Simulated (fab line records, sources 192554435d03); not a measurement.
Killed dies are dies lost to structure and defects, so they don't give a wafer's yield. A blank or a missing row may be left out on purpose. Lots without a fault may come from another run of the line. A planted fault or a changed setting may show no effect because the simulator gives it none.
One fault seen from 2 desks | flow n5_finfet | each desk has only its own numbers; what lay behind them comes last

THE METROLOGY DESK
What the gauges read, lot by lot, whatever tool the lot ran on: means of the sampled wafers that have a number. A lot is out of limits, marked OUT, if its mean lies more than 4 standard deviations from the usual mean; the brackets give that distance. Of its 10 readings 7 are shown: those that lie furthest out on some lot.
Columns: A = DIBL_N at N5_BEOL_M4_RC_MEAS_101, usual 35.9 mV/V; B = IOFF_N at N5_BEOL_M4_RC_MEAS_101, usual 0.149 nA/um; C = IOFF_P at N5_BEOL_M4_RC_MEAS_101, usual 0.20 nA/um; D = ION_N at N5_BEOL_M4_RC_MEAS_101, usual 671 uA/um; E = SS_P at N5_BEOL_M4_RC_MEAS_101, usual 73.2 mV/dec; F = VT_N at N5_BEOL_M4_RC_MEAS_101, usual 251 mV; G = VT_P at N5_BEOL_M4_RC_MEAS_101, usual -251 mV
lot  | first seen here | A    | B     | C    | D   | E    | F   | G
L463 | day 8 11:41     | 33.5 | 0.126 | 0.16 | 660 | 72.7 | 254 | -257
L475 | day 11 14:23    | 36.9 | 0.165 | 0.21 | 674 | 73.7 | 251 | -251
L476 | day 11 17:29    | 36.9 | 0.148 | 0.19 | 676 | 73.9 | 251 | -253
L482 | day 13 00:50    | 37.5 | 0.216 | 0.26 | 686 | 74.6 | 245 | -249
This desk's finding: nothing out of limits on any of the 4 lots.

THE TOOL OWNER'S DESK: litho_track-03
The tool's own readings at N5_MOL_CONTACT_COAG_COAT_34 (resist thk 40 nm): means of the sampled wafers that have a number, for each lot that ran on this tool. A lot is out of limits, marked OUT, if its mean lies more than 4 standard deviations from the usual mean; the brackets give that distance.
Columns: A = spin_speed_rpm at N5_MOL_CONTACT_COAG_COAT_34, usual 1500.2 rpm
lot  | first seen here | A
L463 | day 5 21:47     | 1499.9
L475 | day 8 22:15     | 1635.2 (+99 or more) OUT
L476 | day 9 01:07     | 1634.0 (+99 or more) OUT
This desk's finding: out of limits on L475, L476; first on L475, day 8 22:15 (spin_speed_rpm at N5_MOL_CONTACT_COAG_COAT_34). In limits: L463.

PUT TOGETHER
The tool owner's desk could have raised an alarm at day 8 22:15, on L475, L476.
The metrology desk saw nothing out of limits.
The metrology desk has L475, L476 on record, within its limits.
Of the lots named, all ran N5_MOL_CONTACT_COAG_COAT_34 on litho_track-03.

WHAT THE SIMULATOR HAD PUT IN
Process parameter drift: litho_track-03, from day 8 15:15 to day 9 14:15, at N5_MOL_CONTACT_COAG_COAT_34. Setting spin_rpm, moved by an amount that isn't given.
Lots struck among those shown: L475, L476.
Hours from the fault's start to each desk's first reading out of limits: the tool owner's desk, 7.
